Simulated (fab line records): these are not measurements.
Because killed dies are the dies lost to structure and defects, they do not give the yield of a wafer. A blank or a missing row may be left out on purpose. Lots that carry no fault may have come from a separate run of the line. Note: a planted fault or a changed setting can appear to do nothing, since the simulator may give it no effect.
fab line records	flow nand_harc
[record] lots = 14	wafers = 42	last_day = 33
route steps=1302 shown P_ZERO_WELL@31 P_STI@87
lots that met no fault: from a run of the same line without faults
start_h: the number of hours between the record's first day and the start of the first shown wafer of the lot	wait_h: hours elapsed since this lot's preceding step	" the same as in the row above	L1.1+2: several wafers, shown together as one row	- either no value or no given start	* or withheld: withheld	< > ~ a bound
route shown NAME@n: NAME is a module with steps in the file, n the number in the route of the first one	usual: average and standard deviation across the fault-free wafers	same: alike in all rows	chamber/n: place in a boat	sites: each site's reading	_std_site: their standard deviation	_edge_site: inner sites' mean taken away from outer sites' mean	radius_mm: for every site, how far away it sits from the centre of the wafer	mask NAME#n: copy n	behind: the tool/chamber that last shaped the wafer	hold: reason for holding the lot/hours on hold/outcome of the hold	device: the transistor (n, p or np) that didn't switch	end of line: the route-end tests of the same wafers	a step without rows: its recipe alone	killed: dies that structure and defects cost at the first sort, which is not the same as the wafer's yield	map: a wafer's dies, marking killed ones x, the rest . and places with no die _
set.NAME: setting as actually run; set.NAME@STEP: the setting as run at that earlier step	model.NAME: the simulator's own value behind a step, which no gauge read
a sample of lots followed through the steps of the route, with each step as a table and each wafer as a row
services: the hour from which a tool's chamber was out of use, counted from the record's first day as start_h (under 0 if before that day), plus the number of hours and why
[[steps]]
[step NHARC_P_ZERO_WELL_DESCUM_26]
[recipe] time_s = 3	o2_flow_sccm = 200	ar_flow_sccm = 0	bias_power_w = 0	chemistry = O2
[usual] drypump_motor_current_A = 5.6/0.49	oes_product_au = 1.003/0.0084	rf_vpp_V = 57.8/0.86	showerhead_plenum_p_Torr = 1.92/0.069	throttle_valve_pct = 11.311/0.0088
[same] bias_power_w = 0
lot.wafer	tool	chamber	start_h	wait_h	drypump_motor_current_A	oes_product_au	rf_hours_counter_h	rf_vpp_V	showerhead_plenum_p_Torr	throttle_valve_pct
L640.3	rie_diel-04	2	22.69	-	5.3	0.990	3	57.1	1.87	11.311
L640.1	"	3	"	"	6.2	0.981	3	57.5	1.83	11.316
L640.4	"	1	"	"	5.7	0.987	5	57.7	1.95	11.301
L641.4	rie_diel-07	0	32.76	-	6.3	1.005	29	57.5	1.90	11.309
L641.3	"	1	"	"	5.7	1.013	27	58.2	1.96	11.321
L641.6	"	1	"	"	5.7	0.997	-	59.2	1.96	11.312
L643.2	rie_diel-07	1	52.75	-	5.7	1.000	34	57.8	1.95	11.312
L643.1	"	0	"	"	6.3	1.009	38	57.0	1.90	11.318
L643.5	"	0	"	"	6.3	1.006	-	57.7	1.90	11.305
L646.1	rie_diel-01	0	82.83	-	5.7	1.002	16	56.7	1.88	11.305
L646.3	"	2	"	"	5.1	0.996	10	58.4	1.96	11.313
L646.6	"	0	"	"	5.7	1.005	-	58.0	1.88	11.299
L648.1	rie_diel-07	2	103.37	-	6.7	1.001	47	57.9	1.98	11.315
L648.4	"	3	"	"	5.4	1.000	50	59.0	1.98	11.323
L648.5	"	0	"	"	6.2	1.015	-	58.8	1.89	11.306
L649.2	rie_diel-04	3	112.77	-	6.2	0.995	32	56.8	1.83	11.330
L649.4	"	0	"	"	5.5	1.008	36	58.7	1.89	11.313
L649.5	"	3	"	"	6.2	0.994	-	57.4	1.83	11.307
L650.1	rie_diel-01	0	122.84	-	5.7	1.011	26	57.6	1.88	11.309
L650.3	"	1	"	"	5.1	0.994	24	56.0	1.79	11.315
L650.4	"	3	"	"	5.2	0.998	27	58.2	2.02	11.320
L651.4	rie_diel-01	1	132.76	-	5.1	1.007	26	56.7	1.79	11.315
L651.3	"	2	"	"	5.1	0.990	24	58.2	1.95	11.317
L651.2	"	3	"	"	5.1	1.007	30	59.0	2.02	11.315
L652.4	rie_diel-01	0	142.91	-	5.7	0.994	29	56.5	1.88	11.303
L652.1	"	2	"	"	5.1	0.988	26	59.0	1.95	11.318
L652.5	"	3	"	"	5.1	0.998	-	56.9	2.02	11.302
L653.2	rie_diel-01	2	152.57	-	5.1	0.988	28	59.5	1.95	11.316
L653.1	"	3	"	"	5.1	1.018	33	57.7	2.02	11.309
L653.3	"	0	"	"	5.7	1.015	31	57.5	1.88	11.301
L654.3	rie_diel-01	0	162.81	-	5.7	1.008	34	58.4	1.88	11.308
L654.1	"	1	"	"	5.1	1.003	33	56.4	1.78	11.313
L654.5	"	0	"	"	5.7	0.996	-	58.0	1.88	11.319
L655.2	rie_diel-01	3	172.78	-	5.1	1.006	41	58.0	2.02	11.311
L655.5	"	0	"	"	5.7	1.018	-	58.2	1.88	11.296
L655.6	"	1	"	"	5.1	0.997	-	58.0	1.78	11.330
L656.1	rie_diel-07	1	182.95	-	5.7	0.999	16	57.8	1.94	11.314
L656.4	"	0	"	"	6.3	1.004	16	57.3	1.89	11.303
L656.5	"	1	"	"	5.7	0.994	-	57.1	1.94	11.317
L661.2	rie_diel-04	0	232.71	-	5.5	1.006	15	55.9	1.88	11.310
L661.4	"	2	"	"	5.3	1.001	14	57.9	1.85	11.306
L661.5	"	1	"	"	5.7	1.006	-	57.8	1.93	11.317
[step NHARC_P_ZERO_WELL_EXPOSE_34]
[recipe] na = 0.6	target_cd_nm = 720	dose_mj = 22.31	mask_id = P_PWELL
[usual] exposure_dose_mJ_cm2 = 22.306/0.025	focus_offset_nm = 0.1/0.46	reticle_temp_C = 22.99/0.12
lot.wafer	tool	chamber	start_h	wait_h	mask	exposure_dose_mJ_cm2	focus_offset_nm	reticle_temp_C
L640.1	krf_scanner-01	0	24.01	-	P_PWELL#0	22.299	-0.5	22.93
L640.3	"	0	"	"	P_PWELL#0	22.303	0.1	23.19
L640.4	"	0	"	"	P_PWELL#0	22.290	0.2	22.91
L641.3	krf_scanner-02	0	34.10	-	P_PWELL#0	22.334	-0.1	23.11
L641.4	"	0	"	"	P_PWELL#0	22.329	-0.5	22.87
L641.6	"	0	"	"	P_PWELL#0	22.335	-0.2	23.06
L643.1	krf_scanner-01	0	53.97	-	P_PWELL#0	22.291	0.9	22.77
L643.2	"	0	"	"	P_PWELL#0	22.278	0.2	22.95
L643.5	"	0	"	"	P_PWELL#0	22.286	-0.1	23.03
L646.1	krf_scanner-02	0	84.01	-	P_PWELL#0	22.356	0.8	22.79
L646.3	"	0	"	"	P_PWELL#0	22.333	1.0	22.96
L646.6	"	0	"	"	P_PWELL#0	22.326	0.5	22.86
L648.1	krf_scanner-01	0	104.67	-	P_PWELL#0	22.320	0.7	23.17
L648.4	"	0	"	"	P_PWELL#0	22.308	0.3	23.18
L648.5	"	0	"	"	P_PWELL#0	22.317	-0.5	23.08
L649.2	krf_scanner-01	0	113.98	-	P_PWELL#0	22.291	-0.2	23.05
L649.4	"	0	"	"	P_PWELL#0	22.271	0.6	23.02
L649.5	"	0	"	"	P_PWELL#0	22.301	0.4	23.11
L650.1	krf_scanner-04	0	124.16	-	P_PWELL#0	22.286	0.5	23.02
L650.3	"	0	"	"	P_PWELL#0	22.249	-0.4	22.88
L650.4	"	0	"	"	P_PWELL#0	22.268	0.6	23.12
L651.2	krf_scanner-01	0	134.09	-	P_PWELL#0	22.328	0.0	23.09
L651.3	"	0	"	"	P_PWELL#0	22.316	0.5	23.10
L651.4	"	0	"	"	P_PWELL#0	22.312	0.5	23.20
L652.1	krf_scanner-04	0	144.23	-	P_PWELL#0	22.272	0.3	22.97
L652.4	"	0	"	"	P_PWELL#0	22.249	0.2	22.91
L652.5	"	0	"	"	P_PWELL#0	22.282	0.2	22.92
L653.1	krf_scanner-04	0	162.96	-	P_PWELL#0	22.282	0.0	23.04
L653.2	"	0	"	"	P_PWELL#0	22.277	-0.3	23.07
L653.3	"	0	"	"	P_PWELL#0	22.311	0.7	23.03
L654.1	krf_scanner-04	0	164.01	-	P_PWELL#0	22.283	-0.5	22.79
L654.3	"	0	"	"	P_PWELL#0	22.301	-0.6	22.79
L654.5	"	0	"	"	P_PWELL#0	22.326	-0.2	22.87
L655.2	krf_scanner-02	-	174.07	-	P_PWELL#0	-	-	-
L655.5	"	-	"	"	P_PWELL#0	-	-	-
L655.6	"	-	"	"	P_PWELL#0	-	-	-
L656.1	krf_scanner-01	-	184.28	-	P_PWELL#0	-	-	-
L656.4	"	-	"	"	P_PWELL#0	-	-	-
L656.5	"	-	"	"	P_PWELL#0	-	-	-
L661.2	krf_scanner-01	0	233.91	-	P_PWELL#0	22.333	0.0	23.02
L661.4	"	0	"	"	P_PWELL#0	22.346	-0.4	23.00
L661.5	"	0	"	"	P_PWELL#0	22.326	0.0	22.92
[step NHARC_P_ZERO_WELL_CD_MEAS_37]
[recipe] target_cd_nm = 720	landing_energy_ev = 500
[usual] cd_nm = 719.5/1.3
lot.wafer	tool	chamber	start_h	wait_h	cd_nm
L640.1	cd_sem-02	0	24.17	-	716.9
L640.3	"	0	"	"	719.2
L640.4	"	0	"	"	718.6
L641.3	cd_sem-01	0	34.25	-	718.0
L641.4	"	0	"	"	718.3
L641.6	"	0	"	"	717.3
L643.1	cd_sem-01	0	54.13	-	718.3
L643.2	"	0	"	"	718.9
L643.5	"	0	"	"	719.8
L646.1	cd_sem-03	0	84.17	-	718.5
L646.3	"	0	"	"	718.2
L646.6	"	0	"	"	720.2
L648.1	cd_sem-02	0	104.82	-	719.8
L648.4	"	0	"	"	720.6
L648.5	"	0	"	"	718.8
L649.2	cd_sem-03	0	114.13	-	719.8
L649.4	"	0	"	"	721.3
L649.5	"	0	"	"	720.3
L650.1	cd_sem-02	0	124.32	-	716.7
L650.3	"	0	"	"	719.0
L650.4	"	0	"	"	717.7
L651.2	cd_sem-01	0	134.24	-	719.6
L651.3	"	0	"	"	719.5
L651.4	"	0	"	"	718.9
L652.1	cd_sem-02	0	144.39	-	718.0
L652.4	"	0	"	"	720.4
L652.5	"	0	"	"	716.9
L653.1	cd_sem-01	0	163.11	-	718.4
L653.2	"	0	"	"	719.0
L653.3	"	0	"	"	718.8
L654.1	cd_sem-03	0	164.17	-	718.6
L654.3	"	0	"	"	720.3
L654.5	"	0	"	"	719.4
L655.2	cd_sem-02	0	174.22	-	-
L655.5	"	0	"	"	-
L655.6	"	0	"	"	-
L656.1	cd_sem-03	0	184.44	-	-
L656.4	"	0	"	"	-
L656.5	"	0	"	"	-
L661.2	cd_sem-01	0	234.06	-	721.0
L661.4	"	0	"	"	720.2
L661.5	"	0	"	"	722.6
[step NHARC_P_ZERO_WELL_INSPECT_43]
[usual] raw_defect_count = 12/6.1
lot.wafer	tool	chamber	start_h	wait_h	raw_defect_count
L640.1	defect_inspect-01	-	27.52	0.6	22
L640.3	"	-	"	"	32
L640.4	"	-	"	"	19
L641.3	defect_inspect-01	-	37.58	0.3	13
L641.4	"	-	"	"	21
L641.6	"	-	"	"	16
L643.1	defect_inspect-02	-	57.57	0.6	7
L643.2	"	-	"	"	4
L643.5	"	-	"	"	9
L646.1	defect_inspect-02	-	87.63	0.6	20
L646.3	"	-	"	"	15
L646.6	"	-	"	"	10
L648.1	defect_inspect-01	-	108.92	1.1	7
L648.4	"	-	"	"	7
L648.5	"	-	"	"	7
L649.2	defect_inspect-02	-	117.61	0.5	11
L649.4	"	-	"	"	7
L649.5	"	-	"	"	10
L650.1	defect_inspect-01	-	127.78	0.6	10
L650.3	"	-	"	"	8
L650.4	"	-	"	"	8
L651.2	defect_inspect-02	-	137.57	0.5	14
L651.3	"	-	"	"	4
L651.4	"	-	"	"	17
L652.1	defect_inspect-01	-	164.45	0.6	9
L652.4	"	-	"	"	15
L652.5	"	-	"	"	16
L653.1	defect_inspect-02	-	166.55	0.6	17
L653.2	"	-	"	"	22
L653.3	"	-	"	"	10
L654.1	defect_inspect-01	-	167.49	0.6	16
L654.3	"	-	"	"	9
L654.5	"	-	"	"	4
L655.2	defect_inspect-02	-	177.67	0.5	1069
L655.5	"	-	"	"	1117
L655.6	"	-	"	"	1037
L656.1	defect_inspect-01	-	187.86	0.6	1124
L656.4	"	-	"	"	1052
L656.5	"	-	"	"	1077
L661.2	defect_inspect-01	-	237.53	0.5	8
L661.4	"	-	"	"	1
L661.5	"	-	"	"	19
[step NHARC_P_STI_DESCUM_14]
[recipe] time_s = 3	o2_flow_sccm = 200	ar_flow_sccm = 0	bias_power_w = 0	chemistry = O2
[usual] drypump_motor_current_A = 5.86/0.29	oes_product_au = 0.999/0.0089	rf_vpp_V = 58.0/0.87	showerhead_plenum_p_Torr = 1.97/0.074	throttle_valve_pct = 11.310/0.0093
[same] bias_power_w = 0
lot.wafer	tool	chamber	start_h	wait_h	drypump_motor_current_A	oes_product_au	rf_hours_counter_h	rf_vpp_V	showerhead_plenum_p_Torr	throttle_valve_pct
L640.1	rie_diel-03	2	43.38	-	6.29	1.004	10	57.4	2.04	11.292
L640.3	"	3	"	"	6.09	1.009	11	57.5	1.79	11.295
L640.4	"	1	"	"	5.83	0.992	10	59.1	1.91	11.297
L641.3	rie_diel-08	0	53.59	-	5.88	1.007	2	57.6	1.94	11.302
L641.4	"	1	"	"	5.75	1.005	1	58.8	2.01	11.319
L641.6	"	0	"	"	5.85	0.999	-	58.0	1.94	11.296
L643.1	rie_diel-08	3	74.03	-	6.21	0.998	2	58.7	2.05	11.306
L643.2	"	0	"	"	5.85	0.992	2	57.3	1.94	11.292
L643.5	"	2	"	"	5.51	1.006	-	58.0	1.98	11.318
L646.3	rie_diel-08	2	106.43	-	5.53	1.009	3	59.0	1.98	11.314
L646.1	"	0	"	"	5.88	1.003	4	59.4	1.94	11.314
L646.6	"	3	"	"	6.21	0.989	-	59.3	2.04	11.305
L648.1	rie_diel-03	0	124.42	-	5.65	1.006	0	58.0	1.87	11.314
L648.4	"	3	"	"	6.09	1.009	-	56.9	1.79	11.309
L648.5	"	2	"	"	6.24	0.995	-	58.3	2.04	11.314
L649.2	rie_diel-05	0	132.36	-	6.15	0.987	5	57.1	1.96	11.298
L649.4	"	1	"	"	5.30	0.986	5	57.8	1.99	11.314
L649.5	"	1	"	"	5.29	0.979	-	57.8	1.99	11.316
L650.3	rie_diel-08	3	145.99	-	6.25	0.983	6	59.0	2.04	11.306
L650.1	"	0	"	"	5.86	0.999	6	58.2	1.94	11.308
L650.4	"	1	"	"	5.73	0.996	6	57.8	2.00	11.294
L651.3	rie_diel-03	3	156.68	-	6.11	1.008	3	57.2	1.79	11.315
L651.4	"	1	"	"	5.83	1.005	1	56.9	1.90	11.324
L651.2	"	2	"	"	6.26	0.995	3	58.5	2.04	11.311
L652.1	rie_diel-08	2	179.87	-	5.50	0.991	6	58.9	1.98	11.310
L652.5	"	2	"	"	5.49	1.000	-	56.7	1.98	11.318
L652.4	"	0	"	"	5.85	0.994	-	58.3	1.94	11.312
L653.1	rie_diel-03	2	180.03	-	6.25	0.997	5	57.1	2.04	11.304
L653.3	"	3	"	"	6.11	1.010	5	58.4	1.79	11.317
L653.2	"	1	"	"	5.84	0.989	3	57.6	1.90	11.314
L654.3	rie_diel-05	1	180.19	-	5.32	0.988	8	59.0	1.99	11.330
L654.1	"	0	"	"	6.17	0.997	8	59.4	1.96	11.315
L654.5	"	2	"	"	5.72	1.008	-	58.7	2.05	11.302
L661.2	rie_diel-03	0	257.67	-	5.67	1.004	12	57.0	1.87	11.308
L661.4	"	2	"	"	6.25	1.005	12	57.9	2.04	11.321
L661.5	"	1	"	"	5.83	1.017	-	58.3	1.90	11.322
[step NHARC_P_STI_ETCH_31]
[recipe] target_depth_a = 1089	time_s = 54.5	cf4_flow_sccm = 100	chf3_flow_sccm = 30	ar_flow_sccm = 0	rf_w = 500	bias_w = 200	chemistry = CF4/CHF3
[usual] bias_w = 200.0/0.61	drypump_motor_current_A = 5.83/0.29	oes_product_au = 0.963/0.017	rf_fwd_power_W = 495.1/2.1	rf_vpp_V = 372.2/1.8	showerhead_plenum_p_Torr = 1.62/0.053	throttle_valve_pct = 16.801/0.0098
lot.wafer	tool	chamber	start_h	wait_h	bias_w	drypump_motor_current_A	oes_product_au	rf_fwd_power_W	rf_hours_counter_h	rf_vpp_V	showerhead_plenum_p_Torr	throttle_valve_pct
L640.4	rie_diel-03	1	-	-	200.6	5.84	0.973	495.6	10	371.1	1.57	16.797
L640.3	"	2	"	"	199.3	6.27	0.959	499.3	10	373.4	1.67	16.804
L640.1	"	0	"	"	199.4	5.64	0.975	489.9	10	369.6	1.54	16.791
L641.3	rie_diel-08	0	-	-	199.4	5.83	0.937	496.0	2	371.1	1.59	16.782
L641.4	"	3	"	"	200.3	6.24	0.935	492.4	1	374.8	1.68	16.813
L641.6	"	1	"	"	200.8	5.73	0.945	495.2	-	373.5	1.65	16.805
L643.2	rie_diel-08	2	-	-	200.2	5.48	0.934	492.9	2	372.4	1.62	16.793
L643.1	"	3	"	"	200.2	6.24	0.925	494.3	2	373.9	1.68	16.814
L643.5	"	0	"	"	200.3	5.87	0.927	496.9	-	370.8	1.59	16.796
L646.1	rie_diel-08	2	-	-	200.6	5.50	0.962	492.9	3	371.2	1.62	16.797
L646.3	"	0	"	"	199.9	5.82	0.987	495.4	4	372.0	1.59	16.795
L646.6	"	2	"	"	201.0	5.52	0.969	491.7	-	372.4	1.62	16.807
L648.1	rie_diel-03	0	-	-	199.5	5.64	0.966	492.4	0	370.0	1.54	16.791
L648.4	"	3	"	"	200.9	6.11	0.969	495.6	-	368.6	1.48	16.799
L648.5	"	0	"	"	200.0	5.63	0.951	491.6	-	371.9	1.54	16.812
L649.4	rie_diel-05	1	-	-	199.8	5.27	0.954	495.9	5	372.9	1.64	16.796
L649.2	"	3	"	"	199.3	5.69	0.983	491.9	5	372.8	1.66	16.813
L649.5	"	1	"	"	199.9	5.31	0.945	496.3	-	374.1	1.64	16.792
L650.4	rie_diel-08	2	-	-	200.4	5.49	0.917	492.3	5	373.0	1.62	16.793
L650.3	"	3	"	"	199.7	6.27	0.914	493.5	6	374.3	1.67	16.803
L650.1	"	0	"	"	200.0	5.86	0.920	498.0	6	372.0	1.59	16.795
L651.4	rie_diel-03	1	-	-	200.8	5.84	0.987	496.9	1	369.8	1.57	16.794
L651.2	"	2	"	"	199.4	6.25	0.976	496.5	3	373.0	1.67	16.800
L651.3	"	3	"	"	199.6	6.11	0.975	495.2	3	366.3	1.48	16.801
L652.1	rie_diel-08	2	-	-	199.6	5.53	0.959	491.9	6	371.9	1.62	16.802
L652.4	"	0	"	"	200.4	5.83	0.955	498.6	7	372.5	1.59	16.814
L652.5	"	3	"	"	199.4	6.20	0.947	493.9	-	374.9	1.67	16.792
L653.1	rie_diel-03	1	-	-	200.9	5.86	0.983	495.2	3	370.0	1.57	16.790
L653.3	"	2	"	"	199.7	6.24	0.966	496.8	5	373.6	1.67	16.793
L653.2	"	0	"	"	200.8	5.65	0.978	492.9	6	369.4	1.54	16.782
L654.3	rie_diel-05	1	-	-	200.5	5.30	0.967	494.2	8	373.1	1.64	16.789
L654.1	"	3	"	"	200.0	5.71	0.983	495.0	7	372.8	1.65	16.795
L654.5	"	1	"	"	200.5	5.31	0.961	495.7	-	373.0	1.64	16.796
L661.2	rie_diel-03	2	-	-	199.4	6.23	0.988	500.8	12	374.6	1.67	16.816
L661.4	"	3	"	"	200.3	6.07	0.990	495.6	12	367.7	1.48	16.806
L661.5	"	0	"	"	200.7	5.65	0.972	489.9	-	370.4	1.54	16.803
[[services]]
tool	chamber	start_h	hours	kind
krf_scanner-01	-	11.61	0.9	repair
rie_diel-08	-	13.80	9.0	pm
krf_scanner-04	-	20.09	6.3	repair
krf_scanner-04	-	27.45	4.0	pm
rie_diel-01	-	27.75	9.0	pm
rie_diel-05	2	43.21	1.5	repair
rie_diel-07	2	51.25	2.8	repair
rie_diel-05	-	52.60	9.0	pm
rie_diel-01	2	60.43	7.4	repair
krf_scanner-04	-	60.77	7.7	repair
rie_diel-08	1	61.24	3.1	repair
rie_diel-08	0	61.86	5.3	repair
rie_diel-03	0	75.07	5.3	repair
rie_diel-01	1	86.93	8.1	repair
krf_scanner-01	-	92.79	0.6	repair
rie_diel-03	-	104.30	9.0	pm
krf_scanner-01	-	140.00	4.0	pm
rie_diel-08	1	176.16	3.8	repair
rie_diel-03	1	184.17	8.3	repair
rie_diel-08	-	184.58	0.5	repair
rie_diel-08	-	190.80	9.0	pm
rie_diel-01	-	204.75	9.0	pm
rie_diel-08	1	209.40	4.4	repair
rie_diel-03	0	215.07	5.7	repair
[[key]]
[first_sign] step = NHARC_P_ZERO_WELL_EXPOSE_34	reading = tool_record	direction = missing
[effect] step = NHARC_P_ZERO_WELL_CD_MEAS_37	reading = cd_nm	direction = missing
[effect] step = NHARC_P_ZERO_WELL_INSPECT_43	reading = raw_defect_count	direction = up	sigmas = 99+	usual = 12	struck = 1079
met_at NHARC_P_ZERO_WELL_EXPOSE_34
struck_lots L655,L656
later_rows_left_out L655.2,L655.5,L655.6,L656.1,L656.4,L656.5
sort_left_out L655.2,L655.5,L655.6,L656.1,L656.4,L656.5
tester_left_out L655,L656
not_acting_at NHARC_P_ZERO_WELL_DESCUM_26,NHARC_P_STI_DESCUM_14,NHARC_P_STI_ETCH_31
onset_between 134.09 174.07
[fault] kind = skipped_step_whole	tool = krf_scanner-01,krf_scanner-02	chamber = -	onset_h = 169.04	steps = NHARC_P_ZERO_WELL_EXPOSE_34	scope = struck_lots_only
// tester_left_out: of these lots the tester's yield and bins aren't shown, on N5 and GAA mostly nor the transistor test; their killed dies are dies lost to structure and defects alone, not to doping, threshold or leakage, so they don't give the yield
// sort_left_out: the simulated sort isn't trusted on such a fault, so these wafers' sort isn't shown, and their yield isn't known
// later_rows_left_out: the simulator's readings of these wafers behind a module that went badly wrong aren't trusted and aren't shown, but for the sort
